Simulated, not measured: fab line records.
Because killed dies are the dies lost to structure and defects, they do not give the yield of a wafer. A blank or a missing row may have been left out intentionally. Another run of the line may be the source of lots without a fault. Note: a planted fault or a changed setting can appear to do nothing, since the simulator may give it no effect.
Matching of chambers || flow nandHarc || NHARC_A_M1_CMP_23 on cmp-03: 4 sister chambers
The step polishes, t overpolish 20 s, target thk 154.34 nm. 17 wafers are shown with their chamber, then 8 later ones without.

EACH WAFER AND ITS CHAMBER
{"wafer": "L519.2", "chamber": 0, "motorCurrentA (A)": 13.2, "timeToEndpointS (s)": 28, "slurryFilterDpKPa (kPa)": 13.49}
{"wafer": "L519.5", "chamber": 2, "motorCurrentA (A)": 13.1, "timeToEndpointS (s)": 31, "slurryFilterDpKPa (kPa)": 13.46}
{"wafer": "L519.6", "chamber": 3, "motorCurrentA (A)": 11.0, "timeToEndpointS (s)": 28, "slurryFilterDpKPa (kPa)": 13.26}
{"wafer": "L518.2", "chamber": 2, "motorCurrentA (A)": 13.1, "timeToEndpointS (s)": 28, "slurryFilterDpKPa (kPa)": 13.17}
{"wafer": "L518.5", "chamber": 2, "motorCurrentA (A)": 13.1, "timeToEndpointS (s)": 30, "slurryFilterDpKPa (kPa)": 13.48}
{"wafer": "L518.6", "chamber": 3, "motorCurrentA (A)": 10.8, "timeToEndpointS (s)": 27, "slurryFilterDpKPa (kPa)": 13.78}
{"wafer": "L520.2", "chamber": 3, "motorCurrentA (A)": 10.6, "timeToEndpointS (s)": 29, "slurryFilterDpKPa (kPa)": 13.43}
{"wafer": "L520.4", "chamber": 1, "motorCurrentA (A)": 14.0, "timeToEndpointS (s)": 36, "slurryFilterDpKPa (kPa)": 13.58}
{"wafer": "L520.6", "chamber": 3, "motorCurrentA (A)": 10.6, "timeToEndpointS (s)": 29, "slurryFilterDpKPa (kPa)": 13.64}
{"wafer": "L522.1", "chamber": 2, "motorCurrentA (A)": 13.9, "timeToEndpointS (s)": 29, "slurryFilterDpKPa (kPa)": 13.60}
{"wafer": "L522.2", "chamber": 1, "motorCurrentA (A)": 14.7, "timeToEndpointS (s)": 34, "slurryFilterDpKPa (kPa)": 13.70}
{"wafer": "L522.3", "chamber": 3, "motorCurrentA (A)": 10.5, "timeToEndpointS (s)": 27, "slurryFilterDpKPa (kPa)": 13.32}
{"wafer": "L527.1", "chamber": 1, "motorCurrentA (A)": 14.7, "timeToEndpointS (s)": 35, "slurryFilterDpKPa (kPa)": 13.74}
{"wafer": "L527.3", "chamber": 3, "motorCurrentA (A)": 10.5, "timeToEndpointS (s)": 26, "slurryFilterDpKPa (kPa)": 13.65}
{"wafer": "L527.6", "chamber": 3, "motorCurrentA (A)": 10.3, "timeToEndpointS (s)": 27, "slurryFilterDpKPa (kPa)": 13.61}
{"wafer": "L530.1", "chamber": 2, "motorCurrentA (A)": 12.2, "timeToEndpointS (s)": 30, "slurryFilterDpKPa (kPa)": 13.31}
{"wafer": "L530.4", "chamber": 1, "motorCurrentA (A)": 13.9, "timeToEndpointS (s)": 37, "slurryFilterDpKPa (kPa)": 13.44}

SIGNATURES (means of the wafers above)
{"reading": "motorCurrentA", "chamber 0": 13.200, "chamber 1": 14.325, "chamber 2": 13.080, "chamber 3": 10.614, "scatter within a chamber": 0.423}
{"reading": "timeToEndpointS", "chamber 0": 28.00, "chamber 1": 35.50, "chamber 2": 29.60, "chamber 3": 27.57, "scatter within a chamber": 1.17}
{"reading": "slurryFilterDpKPa", "chamber 0": 13.4900, "chamber 1": 13.6150, "chamber 2": 13.4040, "chamber 3": 13.5271, "scatter within a chamber": 0.173}
Rule: for a wafer and a chamber, the distance is found by dividing, reading by reading, the gap between the wafer's reading and the chamber's mean by the reading's scatter, squaring, summing and taking the root. If the next closest chamber is less than 2 further off than the closest, the wafer can't be placed; otherwise it belongs to the closest. How the scatter is found: for the shown wafers, subtract from each reading the mean of its chamber, square and add these, divide the total by (wafers less chambers), then take the root.

WAFERS MISSING THEIR CHAMBER
{"wafer": "L530.6", "motorCurrentA (A)": 14.7, "timeToEndpointS (s)": 39, "slurryFilterDpKPa (kPa)": 13.50}
{"wafer": "L532.1", "motorCurrentA (A)": 12.6, "timeToEndpointS (s)": 30, "slurryFilterDpKPa (kPa)": 13.67}
{"wafer": "L532.3", "motorCurrentA (A)": 13.5, "timeToEndpointS (s)": 31, "slurryFilterDpKPa (kPa)": 13.58}
{"wafer": "L532.6", "motorCurrentA (A)": 13.7, "timeToEndpointS (s)": 30, "slurryFilterDpKPa (kPa)": 13.38}
{"wafer": "L537.3", "motorCurrentA (A)": 12.5, "timeToEndpointS (s)": 28, "slurryFilterDpKPa (kPa)": 13.70}
{"wafer": "L539.2", "motorCurrentA (A)": 14.4, "timeToEndpointS (s)": 38, "slurryFilterDpKPa (kPa)": 13.56}
{"wafer": "L539.3", "motorCurrentA (A)": 10.8, "timeToEndpointS (s)": 32, "slurryFilterDpKPa (kPa)": 13.27}
{"wafer": "L539.4", "motorCurrentA (A)": 12.3, "timeToEndpointS (s)": 30, "slurryFilterDpKPa (kPa)": 13.67}

WHICH CHAMBER EACH WENT THROUGH
{"wafer": "L530.6", "from the rows above": 1, "in truth": 1}
{"wafer": "L532.1", "from the rows above": "can't be placed: 2 or 0", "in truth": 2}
{"wafer": "L532.3", "from the rows above": "can't be placed: 2 or 0", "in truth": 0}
{"wafer": "L532.6", "from the rows above": "can't be placed: 2 or 0", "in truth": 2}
{"wafer": "L537.3", "from the rows above": "can't be placed: 0 or 2", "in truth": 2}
{"wafer": "L539.2", "from the rows above": 1, "in truth": 1}
{"wafer": "L539.3", "from the rows above": "can't be placed: 3 or 2", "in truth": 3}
{"wafer": "L539.4", "from the rows above": "can't be placed: 2 or 0", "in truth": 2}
2 of 8 placed correctly. Can't be placed from these rows: 6 (the true chamber is among the candidates in 6). Number placed wrongly: 0.
